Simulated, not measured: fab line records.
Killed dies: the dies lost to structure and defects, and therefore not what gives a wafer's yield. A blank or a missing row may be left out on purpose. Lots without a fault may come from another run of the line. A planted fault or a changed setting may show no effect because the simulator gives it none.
Which of the tools did it? / flow nand_harc / route of 1159 steps, sampled at 1 step: 12 lots, 36 wafers

WHAT THE GAUGES SHOWED, per wafer
NHARC_A_BLC_INSPECT_28.
lot=L074; measured=day 17 15:40; on=defect_inspect-01; raw_defect_count=237 333 407
lot=L076; measured=day 17 20:11; on=defect_inspect-02; raw_defect_count=430 323 346
lot=L078; measured=day 18 22:17; on=defect_inspect-01; raw_defect_count=298 262 254
lot=L080; measured=day 19 22:28; on=defect_inspect-01; raw_defect_count=417 495 362
lot=L084; measured=day 20 05:31; on=defect_inspect-01; raw_defect_count=313 359 306
lot=L086; measured=day 21 18:32; on=defect_inspect-01; raw_defect_count=529 600 626
lot=L088; measured=day 22 00:37; on=defect_inspect-01; raw_defect_count=331 466 412
lot=L091; measured=day 22 12:14; on=defect_inspect-02; raw_defect_count=483 357 469
lot=L089; measured=day 22 13:38; on=defect_inspect-02; raw_defect_count=390 289 402
lot=L094; measured=day 22 20:57; on=defect_inspect-01; raw_defect_count=520 672 488
lot=L096; measured=day 23 07:14; on=defect_inspect-02; raw_defect_count=475 346 305
lot=L097; measured=day 23 23:13; on=defect_inspect-01; raw_defect_count=450 387 356

WHAT TOOL EACH LOT RAN ON (gives the tool, then ch and the chambers of the sampled wafers, and finally the start)
No process step before these readings appears in the record.

THE ANSWER, worked out from the rows above alone
Rule: the usual values come from the lots themselves. The widest of any qualifying gaps counts: lots, ordered by their means at a reading, are off when they make up no more than a third of the lots, leave a main group of 4 or more, and stand apart from it by 3 or more times the standard deviation of that group's means. The tables above print the reading to a certain number of digits; a main group whose means all agree to those digits is not used. Also off: a lot with no number at a reading for which 4 or more lots have one. All remaining lots with rows at the step are treated as sound.
Nothing can be told from this: no lot is off at any reading shown.

WHAT THE SIMULATOR PUT IN
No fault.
